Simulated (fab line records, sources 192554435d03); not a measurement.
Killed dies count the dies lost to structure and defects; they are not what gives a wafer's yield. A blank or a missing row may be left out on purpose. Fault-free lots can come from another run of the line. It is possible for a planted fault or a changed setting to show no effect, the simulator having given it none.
Which of the tools did it? -- flow n5-finfet -- 45 wafers from 15 lots sampled at 2 of the route's 1938 steps

WHAT THE GAUGES SHOWED, per wafer
N5_BEOL_M0_RS_MEAS_126: the measuring method here is four-point-probe. Usual: M0_RS gives 0.532 ohm/sq (standard deviation 0.017).
lot,measured,on,M0_RS (ohm/sq),flag
L740,day 6 15:34,film-metro-01,0.531 0.529 0.524,
L738,day 6 16:03,film-metro-02,0.512 0.518 0.517,
L742,day 7 04:09,film-metro-01,0.513 0.526 0.541,
L741,day 7 04:23,film-metro-01,0.547 0.543 0.524,
L750,day 9 13:16,film-metro-01,0.544 0.532 0.521,
L751,day 9 17:53,film-metro-02,0.563 0.557 0.549,
L753,day 9 21:23,film-metro-02,0.532 0.538 0.521,
L754,day 10 06:32,film-metro-01,0.513 0.554 0.536,
L755,day 10 09:21,film-metro-02,0.516 0.510 0.495,
L757,day 11 18:29,film-metro-01,0.519 0.518 0.534,
L756,day 11 19:04,film-metro-02,0.550 0.538 0.535,
L759,day 11 21:04,film-metro-02,0.546 0.555 0.533,
L758,day 12 00:41,film-metro-02,0.538 0.533 0.522,
L761,day 12 01:11,film-metro-01,0.546 0.551 0.521,
L760,day 12 01:55,film-metro-01,0.567 0.518 0.525,

N5_BEOL_M0_INSPECT_127: inspects for defects (darkfield). Usual: raw-defect-count at 70, with a standard deviation of 22.
lot,measured,on,raw-defect-count,flag
L740,day 6 15:35,defect-inspect-02,77 66 46,
L738,day 6 16:05,defect-inspect-01,140 93 137,
L742,day 7 04:11,defect-inspect-01,116 84 54,
L741,day 7 04:25,defect-inspect-02,52 51 59,
L750,day 9 13:17,defect-inspect-01,55 70 39,
L751,day 9 17:54,defect-inspect-02,97 60 64,
L753,day 9 21:24,defect-inspect-02,90 71 67,
L754,day 10 06:33,defect-inspect-01,56 26 69,
L755,day 10 09:23,defect-inspect-02,67 83 76,
L757,day 11 18:31,defect-inspect-02,73 62 102,
L756,day 11 19:06,defect-inspect-02,82 108 66,
L759,day 11 21:05,defect-inspect-01,82 60 93,
L758,day 12 00:43,defect-inspect-02,58 48 39,
L761,day 12 01:12,defect-inspect-02,114 83 50,
L760,day 12 01:56,defect-inspect-02,95 66 77,

WHAT TOOL EACH LOT RAN ON (gives the tool, then ch and the chambers of the sampled wafers, and finally the start)
The record shows no process step preceding these readings.

WHAT THE TOOLS THEMSELVES READ (means of the sampled wafers that have a number; where no wafer has one, the mark that the record gives instead)
The record holds no such reading with a usual standard deviation.

THE ANSWER, worked out from the rows above alone
Rule: take the mean of a lot's wafers that have a number; if it is more than 3 standard deviations from the usual mean, the lot is off. A lot without any number at a reading at which 4 lots or more have one is off too. Where the step has rows for the other lots, those lots are counted as sound. Order of review: gauges by route order, followed by the tools' own readings, for which a lot's mean as printed above is used. At the first step where some lot is off, the reading lying furthest off is the one used; lots without a number count as furthest.
Nothing can be told from this: no lot is off at any reading shown.

WHAT THE SIMULATOR PUT IN
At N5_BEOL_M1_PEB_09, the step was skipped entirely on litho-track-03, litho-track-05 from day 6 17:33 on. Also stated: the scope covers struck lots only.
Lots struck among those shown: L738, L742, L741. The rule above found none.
